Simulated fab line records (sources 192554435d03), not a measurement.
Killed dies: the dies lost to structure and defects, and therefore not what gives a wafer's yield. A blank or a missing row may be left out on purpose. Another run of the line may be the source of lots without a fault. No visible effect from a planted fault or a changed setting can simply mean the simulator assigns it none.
Chamber matching + flow n5_finfet + N5_GATE_CUT_DESCUM_18 on rie_diel-04: 4 sister chambers
The step chemistry O2, time 7 s. 7 wafers are shown with their chamber, then 7 later ones without.

== WAFERS WITH THEIR CHAMBER ==
| wafer  | chamber | showerhead_plenum_p_Torr (Torr) | oes_product_au (a.u.) |
|--------|---------|---------------------------------|-----------------------|
| L078.2 | 3       | 2.11                            | 0.96                  |
| L077.3 | 1       | 2.01                            | 0.69                  |
| L077.4 | 0       | 2.00                            | 0.66                  |
| L080.2 | 3       | 2.11                            | 0.94                  |
| L080.6 | 2       | 2.15                            | 0.83                  |
| L082.2 | 1       | 2.00                            | 0.69                  |
| L082.5 | 2       | 2.15                            | 0.82                  |

== WAFERS WITHOUT THEIR CHAMBER ==
| wafer  | showerhead_plenum_p_Torr (Torr) | oes_product_au (a.u.) |
|--------|---------------------------------|-----------------------|
| L082.6 | 2.10                            | 0.91                  |
| L085.1 | 2.26                            | 0.95                  |
| L085.2 | 2.10                            | 0.90                  |
| L085.6 | 2.14                            | 0.81                  |
| L091.1 | 2.14                            | 0.80                  |
| L091.3 | 2.00                            | 0.67                  |
| L091.4 | 2.10                            | 0.88                  |

== WHICH CHAMBER EACH ONE RAN IN ==
| wafer  | from the rows above     | in truth                   |
|--------|-------------------------|----------------------------|
| L082.6 | 3                       | 3                          |
| L085.1 | 2                       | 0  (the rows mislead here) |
| L085.2 | 3                       | 3                          |
| L085.6 | 2                       | 2                          |
| L091.1 | 2                       | 2                          |
| L091.3 | can't be placed: 0 or 1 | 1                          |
| L091.4 | 3                       | 3                          |
Correctly placed: 5 of 7. Not placeable from these rows: 1 (in 1, the candidates include the true chamber). Placed wrongly: 1.
How it was worked out, from the rows above alone: a wafer's distance from a chamber is the root of the sum, over the readings, of the square of ((its reading less the chamber's mean) divided by the reading's scatter). The wafer belongs to the nearest chamber; if the next one is less than 2 further off, it can't be placed. A chamber's mean is the mean of its shown wafers. How the scatter is found: for the shown wafers, subtract from each reading the mean of its chamber, square and add these, divide the total by (wafers less chambers), then take the root.
